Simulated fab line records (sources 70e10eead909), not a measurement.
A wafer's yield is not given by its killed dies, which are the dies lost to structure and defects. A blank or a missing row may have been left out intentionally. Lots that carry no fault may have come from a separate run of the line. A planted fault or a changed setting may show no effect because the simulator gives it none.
Matching of chambers | flow nandHarc | NHARC_A_CONTACT_DEP_24 on pecvd-04: 3 sister chambers
The step deposits SiO2, target thk 500 nm. 6 wafers are shown with their chamber, then 7 later ones without.

## WAFERS PAIRED WITH THEIR CHAMBERS
wafer  | chamber | heaterPowerW (W) | throttleValvePct (%)
L077.6 | 2       | 348              | 15.8
L078.3 | 2       | 467              | 15.9
L080.5 | 1       | 472              | 16.2
L080.6 | 0       | 589              | 15.8
L082.1 | 0       | 577              | 16.0
L082.3 | 1       | 444              | 16.0

## WAFERS MISSING THEIR CHAMBER
wafer  | heaterPowerW (W) | throttleValvePct (%)
L082.5 | 465              | 15.9
L094.1 | 622              | 15.3
L094.3 | 446              | 15.7
L094.6 | 428              | 15.9
L095.1 | 450              | 15.7
L095.4 | 416              | 16.2
L095.5 | 479              | 15.8

## WHICH CHAMBER EACH ONE RAN IN
wafer  | from the rows above          | in truth
L082.5 | can't be placed: 2 or 1 or 0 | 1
L094.1 | can't be placed: 0 or 2      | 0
L094.3 | can't be placed: 2 or 0 or 1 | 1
L094.6 | can't be placed: 2 or 1      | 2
L095.1 | can't be placed: 2 or 0 or 1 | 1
L095.4 | can't be placed: 1 or 2      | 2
L095.5 | can't be placed: 2 or 0 or 1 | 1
Correctly placed: 0 of 7. Can't be placed from these rows: 7 (the true chamber is among the candidates in 7). 0 placed wrongly.
How it was worked out, from the rows above alone: a wafer's distance from a chamber is the root of the sum, over the readings, of the square of ((its reading less the chamber's mean) divided by the reading's scatter). The wafer belongs to the nearest chamber; if the next one is less than 2 further off, it can't be placed. The mean given for a chamber averages the wafers shown for that chamber. How the scatter is found: for the shown wafers, subtract from each reading the mean of its chamber, square and add these, divide the total by (wafers less chambers), then take the root.
